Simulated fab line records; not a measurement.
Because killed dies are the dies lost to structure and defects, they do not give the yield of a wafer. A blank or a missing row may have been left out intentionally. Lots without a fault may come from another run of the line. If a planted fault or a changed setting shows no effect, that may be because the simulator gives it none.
Chamber matching || flow nand_harc || NHARC_A_M1_CMP_23 on cmp-02: 4 sister chambers
The step polishes, t overpolish 20 s, target thk 154.34 nm. 18 wafers are shown with their chamber, then 9 later ones without.

== WAFERS WITH THEIR CHAMBER ==
{"wafer": "L080.1", "chamber": 2, "motor_current_A (A)": 10.9, "time_to_endpoint_s (s)": 23}
{"wafer": "L080.2", "chamber": 1, "motor_current_A (A)": 13.1, "time_to_endpoint_s (s)": 31}
{"wafer": "L080.6", "chamber": 3, "motor_current_A (A)": 12.0, "time_to_endpoint_s (s)": 28}
{"wafer": "L077.2", "chamber": 3, "motor_current_A (A)": 12.2, "time_to_endpoint_s (s)": 29}
{"wafer": "L077.4", "chamber": 1, "motor_current_A (A)": 12.9, "time_to_endpoint_s (s)": 33}
{"wafer": "L077.6", "chamber": 3, "motor_current_A (A)": 12.5, "time_to_endpoint_s (s)": 30}
{"wafer": "L081.1", "chamber": 1, "motor_current_A (A)": 13.7, "time_to_endpoint_s (s)": 35}
{"wafer": "L081.5", "chamber": 2, "motor_current_A (A)": 11.2, "time_to_endpoint_s (s)": 30}
{"wafer": "L081.6", "chamber": 1, "motor_current_A (A)": 13.3, "time_to_endpoint_s (s)": 38}
{"wafer": "L081.2", "chamber": 3, "motor_current_A (A)": 11.2, "time_to_endpoint_s (s)": 31}
{"wafer": "L081.3", "chamber": 2, "motor_current_A (A)": 11.7, "time_to_endpoint_s (s)": 29}
{"wafer": "L081.4", "chamber": 0, "motor_current_A (A)": 11.7, "time_to_endpoint_s (s)": 34}
{"wafer": "L084.1", "chamber": 3, "motor_current_A (A)": 12.8, "time_to_endpoint_s (s)": 27}
{"wafer": "L084.5", "chamber": 1, "motor_current_A (A)": 12.6, "time_to_endpoint_s (s)": 29}
{"wafer": "L084.6", "chamber": 0, "motor_current_A (A)": 11.5, "time_to_endpoint_s (s)": 28}
{"wafer": "L086.1", "chamber": 0, "motor_current_A (A)": 11.2, "time_to_endpoint_s (s)": 27}
{"wafer": "L086.2", "chamber": 3, "motor_current_A (A)": 11.9, "time_to_endpoint_s (s)": 27}
{"wafer": "L086.3", "chamber": 2, "motor_current_A (A)": 12.1, "time_to_endpoint_s (s)": 25}

SIGNATURES (averages over the wafers above)
{"reading": "motor_current_A", "chamber 0": 11.467, "chamber 1": 13.120, "chamber 2": 11.475, "chamber 3": 12.100, "scatter within a chamber": 0.477}
{"reading": "time_to_endpoint_s", "chamber 0": 29.67, "chamber 1": 33.20, "chamber 2": 26.75, "chamber 3": 28.67, "scatter within a chamber": 2.97}
Rule: for each reading, subtract the chamber's mean from the wafer's reading, divide by that reading's scatter and square the result; add these up over the readings and take the root, which gives the wafer's distance from the chamber. The wafer belongs to the nearest chamber; if the next one is less than 2 further off, it can't be placed. The scatter: take each reading less its chamber's mean, square it, sum over the shown wafers, divide by the number of wafers less the number of chambers, and take the root.

== WAFERS MISSING THEIR CHAMBER ==
{"wafer": "L090.2", "motor_current_A (A)": 13.4, "time_to_endpoint_s (s)": 29}
{"wafer": "L090.4", "motor_current_A (A)": 11.6, "time_to_endpoint_s (s)": 24}
{"wafer": "L090.5", "motor_current_A (A)": 12.2, "time_to_endpoint_s (s)": 28}
{"wafer": "L095.2", "motor_current_A (A)": 11.1, "time_to_endpoint_s (s)": 26}
{"wafer": "L095.5", "motor_current_A (A)": 12.1, "time_to_endpoint_s (s)": 25}
{"wafer": "L095.6", "motor_current_A (A)": 11.5, "time_to_endpoint_s (s)": 26}
{"wafer": "L094.1", "motor_current_A (A)": 12.0, "time_to_endpoint_s (s)": 25}
{"wafer": "L094.2", "motor_current_A (A)": 10.9, "time_to_endpoint_s (s)": 24}
{"wafer": "L094.3", "motor_current_A (A)": 10.9, "time_to_endpoint_s (s)": 22}

== CHAMBER TAKEN BY EACH ==
{"wafer": "L090.2", "from the rows above": "can't be placed: 1 or 3", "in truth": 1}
{"wafer": "L090.4", "from the rows above": "can't be placed: 2 or 3 or 0", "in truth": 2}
{"wafer": "L090.5", "from the rows above": "can't be placed: 3 or 2 or 0", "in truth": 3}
{"wafer": "L095.2", "from the rows above": "can't be placed: 2 or 0 or 3", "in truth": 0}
{"wafer": "L095.5", "from the rows above": "can't be placed: 3 or 2 or 0", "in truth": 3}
{"wafer": "L095.6", "from the rows above": "can't be placed: 2 or 0 or 3", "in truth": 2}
{"wafer": "L094.1", "from the rows above": "can't be placed: 2 or 3 or 0", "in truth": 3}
{"wafer": "L094.2", "from the rows above": "can't be placed: 2 or 0 or 3", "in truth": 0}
{"wafer": "L094.3", "from the rows above": "can't be placed: 2 or 0 or 3", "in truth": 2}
Correctly placed: 0 of 9. Can't be placed from these rows: 9 (the true chamber is among the candidates in 9). Wrongly placed: 0.
